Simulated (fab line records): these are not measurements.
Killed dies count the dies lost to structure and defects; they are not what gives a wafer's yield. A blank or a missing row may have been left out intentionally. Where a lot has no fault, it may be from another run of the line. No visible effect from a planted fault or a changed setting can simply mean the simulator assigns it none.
Shared-tool check -- flow n5Finfet -- Lots sampled 9, wafers sampled 27

REASON IT WAS OPENED
Flagged at N5_WELL_APT_INSPECT_38: reading rawDefectCount, on 2 of 9 lots. No-fault wafers: 13, standard deviation 4.9.
Rule: a lot gets a flag if all its wafers with a number sit over 4 standard deviations from that mean, or if no wafer of it has a number. All remaining lots are regarded as sound.

lot,measured,on,"rawDefectCount, wafer by wafer",flag
L452,day 1 19:19,defectInspect-01,12 7 35,
L454,day 2 04:45,defectInspect-01,13 18 9,
L461,day 3 23:02,defectInspect-01,14 7 16,
L464,day 4 17:09,defectInspect-02,389 397 380,FLAGGED
L465,day 4 22:41,defectInspect-01,389 423 424,FLAGGED
L468,day 5 16:29,defectInspect-02,13 13 18,
L471,day 6 11:20,defectInspect-02,21 15 23,
L473,day 6 23:22,defectInspect-02,11 13 12,
L475,day 7 11:10,defectInspect-02,16 16 10,
On average the flagged lots' numbers are 400, which is +387 against the usual, or +79 standard deviations.

LOT BY LOT: THE TOOL USED
2 process steps preceding the reading are held in the record, out of 1938 steps in the route. In each cell: the tool, then ch and the chambers that the sampled wafers went through, then the start.
lot,flag,N5_WELL_APT_RTA_34,N5_WELL_APT_EPI_41
L452,,"rtpAnneal-01 ch 0, day 1 18:17","epiRpcvd-03 ch 0, day 1 18:45"
L454,,"rtpAnneal-01 ch 0, day 2 03:41","epiRpcvd-03 ch 0, day 2 03:55"
L461,,"rtpAnneal-02 ch 0, day 3 22:13","epiRpcvd-03 ch 0, day 3 22:42"
L464,FLAGGED,"rtpAnneal-02 ch 0, day 4 16:05","epiRpcvd-03 ch 0, day 4 16:19"
L465,FLAGGED,"rtpAnneal-02 ch 0, day 4 21:49","epiRpcvd-03 ch 0, day 4 22:03"
L468,,"rtpAnneal-01 ch 0, day 5 15:40","epiRpcvd-02 ch 0, day 5 16:04"
L471,,"rtpAnneal-02 ch 0, day 6 10:00","epiRpcvd-01 ch 0, day 6 10:14"
L473,,"rtpAnneal-02 ch 0, day 6 22:02","epiRpcvd-01 ch 0, day 6 22:26"
L475,,"rtpAnneal-01 ch 0, day 7 10:04","epiRpcvd-02 ch 0, day 7 10:27"
These steps, and what they do:
- N5_WELL_APT_RTA_34: time 10 s.
- N5_WELL_APT_EPI_41: deposits Si from SiH4/H2, target thk 50 nm, time 297.7 s.
- N5_WELL_APT_INSPECT_38: inspects for defects (darkfield).

FLAGGED AGAINST TOTAL, ONE TOOL AT A TIME (gauges that did the reading follow at the end)
step,tool,lots run,flagged,share of the flagged lots,sound lots run after its first flagged lot
N5_WELL_APT_RTA_34,rtpAnneal-01,4,0,none,-
N5_WELL_APT_RTA_34,rtpAnneal-02,5,2,all,"2 (L471,L473)"
N5_WELL_APT_EPI_41,epiRpcvd-01,2,0,none,-
N5_WELL_APT_EPI_41,epiRpcvd-02,2,0,none,-
N5_WELL_APT_EPI_41,epiRpcvd-03,5,2,all,0
N5_WELL_APT_INSPECT_38,defectInspect-01,4,1,some,0
N5_WELL_APT_INSPECT_38,defectInspect-02,5,1,some,"4 (L468,L471,L473,L475)"

WHAT THE TABLE PERMITS
In 2 table rows, all flagged lots were run: rtpAnneal-02 (N5_WELL_APT_RTA_34), epiRpcvd-03 (N5_WELL_APT_EPI_41).
- rtpAnneal-02 at N5_WELL_APT_RTA_34 ran 5 lots, 2 of them flagged. Sound lots ran on it after the first flagged one (L471, L473), which a lasting fault on the whole tool wouldn't allow.
- epiRpcvd-03 at N5_WELL_APT_EPI_41 ran 5 lots, 2 of them flagged. Its last sound lot is L461 (day 3 22:42), its first flagged lot L464 (day 4 16:19): a fault that began between those two fits.
Left over: one tool, epiRpcvd-03 at N5_WELL_APT_EPI_41.

WHAT THE SIMULATOR PUT IN
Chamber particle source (epiRpcvd-03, N5_WELL_APT_EPI_41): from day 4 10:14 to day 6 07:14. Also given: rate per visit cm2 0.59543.
Struck lots among those shown: L464, L465. This agrees with what the rule above found.
